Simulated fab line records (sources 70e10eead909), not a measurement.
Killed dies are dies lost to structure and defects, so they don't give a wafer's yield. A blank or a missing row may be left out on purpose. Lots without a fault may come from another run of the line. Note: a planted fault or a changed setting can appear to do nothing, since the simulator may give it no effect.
A struck lot beside a sound one :: flow nand harc :: 41 steps out of a route of 1302
Sound: wafers L292.2, L292.3, L292.6. Wafers struck: L308.2, L308.4, L308.6. The cause comes at the end.
Per side, at each step with rows, come the tool, then ch with its chambers, and then its first start. Under that, the readings that differ: sound wafers :: struck wafers :: difference of the means :: sigmas: that difference in standard deviations of wafers without a fault.
alike: readings whose means differ by less than 2 such deviations, and words and numbers that are the same on both sides. not compared: withheld readings, readings that some wafer has no value for, bounds like >300 that may hide the same value, and numbers for which the record gives no deviation and whose values overlap.
Wherever a step has rows on one side only, a row that says differs or no value, or a row with sigmas, the two part there. When numbers do not overlap yet have no deviation, they are printed without sigmas and do not part them. Lack of a reading on every wafer of one side parts them only where that side has two or more wafers.

first, 1 step without rows for these wafers: NHARC_P_BONDPAD_ECD_18 (material Cu, target thk 400 nm).
NHARC_P_BONDPAD_ANNEAL_28: time 90 s.
  sound on rtp anneal-02 ch 0, day 7 02:51; struck on rtp anneal-01 ch 0, day 13 15:07
  alike: anneal temp c max, wafer_temp_C_max
NHARC_P_BONDPAD_CMP_19: polishes, t overpolish 30 s, cu recess touch 16 s, target thk 160.81 nm.
  sound on cmp-04 ch 0,1,2, day 7 03:08; struck on cmp-02 ch 0,3, day 13 15:24
  alike: motor current A, overpolish run s, slurry flow ml min
NHARC_P_BONDPAD_THK_MEAS_20: measures by xrf.
  sound: film metro-02 at day 7 03:28; struck: film metro-02 at day 13 15:43
  alike: thk nm
then, 1 step without rows for these wafers: NHARC_P_BONDPAD_SRD_21 (time 30 s, dry time 20 s).
NHARC_P_BONDPAD_INSPECT_23:
  sound: defect inspect-02 at day 7 03:40; struck: defect inspect-01 at day 13 15:57
reading: raw defect count
sound: 352 704 583
struck: 177 215 212
difference: -345
sigmas: -3
then, 3 steps without rows for these wafers: NHARC_P_BONDPAD_ACTIVATE_29 (chemistry N2, time 60 s); NHARC_P_BONDPAD_PRECLEAN_30 (cleans in DIW, time 300 s); NHARC_P_BONDPAD_SRD_31 (time 30 s, dry time 20 s).
NHARC_A_START_INSPECT_01:
  sound: defect inspect-01 at day 7 04:08; struck: defect inspect-01 at day 13 16:25
  alike: raw defect count
NHARC_A_ZERO_WELL_PRECLEAN_00: cleans in SPM, time 600 s.
  sound on wet bench-04 ch 0,2,4, day 7 04:14; struck on wet bench-04 ch 1,4,6, day 13 16:31
then, 10 steps without rows for these wafers: NHARC_A_ZERO_WELL_SRD_01; NHARC_A_ZERO_WELL_DEHYDRATE_02 (time 120 s); NHARC_A_ZERO_WELL_HMDS_03 (time 30 s); NHARC_A_ZERO_WELL_COAT_18 (time 65 s); NHARC_A_ZERO_WELL_COAT_04 (resist thk 600 nm); NHARC_A_ZERO_WELL_SOFTBAKE_05 (time 70 s); NHARC_A_ZERO_WELL_EBR_06; NHARC_A_ZERO_WELL_EXPOSE_07 (exposes mask A ZERO); NHARC_A_ZERO_WELL_PEB_08 (peb time 80 s); NHARC_A_ZERO_WELL_DEVELOP_09 (time 50 s).
NHARC_A_ZERO_WELL_CD_MEAS_10: target cd 2000 nm.
  sound on cd sem-03 ch 0, day 7 04:51; struck on cd sem-02 ch 0, day 13 17:16
  alike: cd nm
then, 1 step without rows for these wafers: NHARC_A_ZERO_WELL_HARDBAKE_11 (time 65 s).
NHARC_A_ZERO_WELL_DESCUM_12: chemistry O2, time 3 s.
  sound on rie diel-01 ch 0,1, day 7 05:00; struck on rie diel-04 ch 0,2, day 13 17:25
  alike: drypump motor current A, oes product au, rf vpp V, showerhead plenum p Torr, throttle valve pct
  not compared: rf hours counter h
NHARC_A_ZERO_WELL_ETCH_19: etches the open film in N2/H2, target depth 80 nm, overetch 24 nm, time 87.88 s.
  sound on rie diel-01 ch 0,2,3, day 7 05:06; struck on rie diel-04 ch 0,1,2, day 13 17:30
  alike: bias w, drypump motor current A, oes product au, rf vpp V, showerhead plenum p Torr, throttle valve pct
  not compared: rf hours counter h
NHARC_A_ZERO_WELL_ETCH_13: etches the open film in HBr/Cl2, target depth 120 nm, time 40.1 s.
  sound on rie si-04 ch 1,2, day 7 05:13; struck on rie si-01 ch 0,2, day 13 17:38
  alike: bias w, drypump motor current A, oes product au, throttle valve pct
  not compared: rf hours counter h
then, 5 steps without rows for these wafers: NHARC_A_ZERO_WELL_STRIP_14 (strips in SPM, time 900 s); NHARC_A_ZERO_WELL_IMPLANT_15; NHARC_A_ZERO_WELL_PRECLEAN_22 (cleans in SC1, time 60 s); NHARC_A_ZERO_WELL_SRD_23; NHARC_A_ZERO_WELL_RTA_16 (time 10 s).
NHARC_A_ZERO_WELL_INSPECT_17:
  sound: defect inspect-02 at day 7 06:19; struck: defect inspect-02 at day 13 18:43
reading: raw defect count
sound: 4 6 13
struck: 395 360 361
difference: +364
sigmas: +58
then, 3 steps without rows for these wafers: NHARC_A_SOURCE_PLATE_PRECLEAN_00 (cleans in HF-LAST, time 60 s); NHARC_A_SOURCE_PLATE_SRD_01; NHARC_A_SOURCE_PLATE_OXIDE_02 (material SiO2, target thk 10 nm, ox time 1362 s).
NHARC_A_SOURCE_PLATE_THK_MEAS_09: measures by ellipsometry.
  sound: film metro-02 at day 7 13:37; struck: film metro-01 at day 13 23:52
  alike: thk nm
then, 3 steps without rows for these wafers: NHARC_A_SOURCE_PLATE_PVD_04 (deposits WSi2, target thk 50 nm); NHARC_A_SOURCE_PLATE_CVD_03 (deposits poly-Si, target thk 200 nm, time 4000 s); NHARC_A_SOURCE_PLATE_ANNEAL_05 (time 1800 s).
NHARC_A_SOURCE_PLATE_INSPECT_08:
  sound: defect inspect-02 at day 8 02:16; struck: defect inspect-02 at day 14 12:51
reading: raw defect count
sound: 39 61 40
struck: 413 387 420
difference: +360
sigmas: +16
-- the record jumps here: 16 days lie between the struck wafers' starts before and after (it left off in module A_SOURCE_PLATE and takes up again in module END, whose first step shown is number 1302 of the route) --
NHARC_END_SORT_01:
  at this point the record logs the struck wafers (prober-01 ch 0, day 30 11:11) and has no rows for the sound ones

## WHERE THEY PART
At NHARC_P_BONDPAD_INSPECT_23 first; at NHARC_END_SORT_01 last (within this record only).

WHY: what had been put in by the simulator
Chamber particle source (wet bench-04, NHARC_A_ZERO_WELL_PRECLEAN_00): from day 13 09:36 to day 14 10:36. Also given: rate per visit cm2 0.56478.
